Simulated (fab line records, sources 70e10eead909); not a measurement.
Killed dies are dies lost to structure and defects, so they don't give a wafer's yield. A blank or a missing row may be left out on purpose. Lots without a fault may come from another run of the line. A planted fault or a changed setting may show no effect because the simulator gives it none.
Chamber matching | flow nand_harc | NHARC_A_CHANNEL_HOLE_D1_ETCH_44 on rie_diel-07: 4 sister chambers
The step etches the open film in CF4/O2, target depth 140 nm, overetch 14 nm, time 77 s. 4 wafers are shown with their chamber, then 7 later ones without.

WAFERS WITH THEIR CHAMBER
wafer  | chamber | drypump_motor_current_A (A)
L292.4 | 3       | 5.4
L292.5 | 0       | 5.3
L298.1 | 2       | 5.1
L298.2 | 1       | 5.8

WAFERS WITHOUT THEIR CHAMBER
wafer  | drypump_motor_current_A (A)
L298.6 | 5.1
L299.2 | 5.8
L299.3 | 5.1
L299.6 | 5.9
L300.1 | 5.4
L300.2 | 5.1
L300.6 | 5.3

WHICH CHAMBER EACH WENT THROUGH
wafer  | from the rows above | in truth
L298.6 | 2                   | 2
L299.2 | 1                   | 1
L299.3 | 2                   | 2
L299.6 | 1                   | 1
L300.1 | 3                   | 3
L300.2 | 2                   | 2
L300.6 | 0                   | 0
Placed correctly: 7 of 7. Can't be placed from these rows: 0. Placed wrongly: 0.
How it was worked out, from the rows above alone: a wafer's distance from a chamber is the root of the sum, over the readings, of the square of ((its reading less the chamber's mean) divided by the reading's scatter). The wafer belongs to the nearest chamber; if the next one is less than 2 further off, it can't be placed. A chamber's mean is the mean of its shown wafers. The scatter: with one shown wafer a chamber, the root of the mean of the squares of how far each hidden wafer lies from its nearest shown one.
